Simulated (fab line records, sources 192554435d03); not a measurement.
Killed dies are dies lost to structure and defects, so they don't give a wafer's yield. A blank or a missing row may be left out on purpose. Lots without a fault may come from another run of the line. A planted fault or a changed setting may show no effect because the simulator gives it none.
Chamber matching | flow n5_finfet | N5_BEOL_M0_SAQP_SPACER2_ALD_26 on ald_sin-04: 4 sister chambers
The step deposits SiO2, target thk 15 nm, pulse time 1 s, purge time 2 s. 8 wafers are shown with their chamber, then 10 later ones without.

WAFERS WITH THEIR CHAMBER
wafer  | chamber | heater_power_w (W) | precursor_pulse_height_rel
L075.1 | 2       | 545                | 1.027
L086.2 | 0       | 477                | 0.970
L086.6 | 2       | 525                | 0.993
L087.1 | 0       | 481                | 1.014
L087.4 | 3       | 518                | 1.016
L087.6 | 3       | 526                | 1.024
L089.2 | 1       | 506                | 1.031
L089.4 | 1       | 485                | 0.981

WAFERS WITHOUT THEIR CHAMBER
wafer  | heater_power_w (W) | precursor_pulse_height_rel
L089.6 | 477                | 1.003
L091.3 | 512                | 0.965
L091.4 | 551                | 1.025
L091.5 | 493                | 1.003
L093.1 | 540                | 1.008
L093.3 | 496                | 1.014
L093.4 | 494                | 0.998
L096.1 | 545                | 1.016
L096.4 | 492                | 1.024
L096.6 | 534                | 0.954

WHICH CHAMBER EACH WENT THROUGH
wafer  | from the rows above               | in truth
L089.6 | can't be placed: 0 or 1           | 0
L091.3 | can't be placed: 1 or 3 or 2 or 0 | 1
L091.4 | can't be placed: 2 or 3           | 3
L091.5 | can't be placed: 1 or 0           | 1
L093.1 | can't be placed: 2 or 3           | 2
L093.3 | can't be placed: 1 or 0           | 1
L093.4 | can't be placed: 1 or 0           | 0
L096.1 | can't be placed: 2 or 3           | 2
L096.4 | can't be placed: 1 or 0           | 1
L096.6 | can't be placed: 2 or 3 or 1      | 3
Placed correctly: 0 of 10. Can't be placed from these rows: 10 (the true chamber is among the candidates in 10). Placed wrongly: 0.
How it was worked out, from the rows above alone: a wafer's distance from a chamber is the root of the sum, over the readings, of the square of ((its reading less the chamber's mean) divided by the reading's scatter). The wafer belongs to the nearest chamber; if the next one is less than 2 further off, it can't be placed. A chamber's mean is the mean of its shown wafers. The scatter: the root of (the sum of the squares of (reading less its chamber's mean) over the shown wafers, divided by (wafers less chambers)).
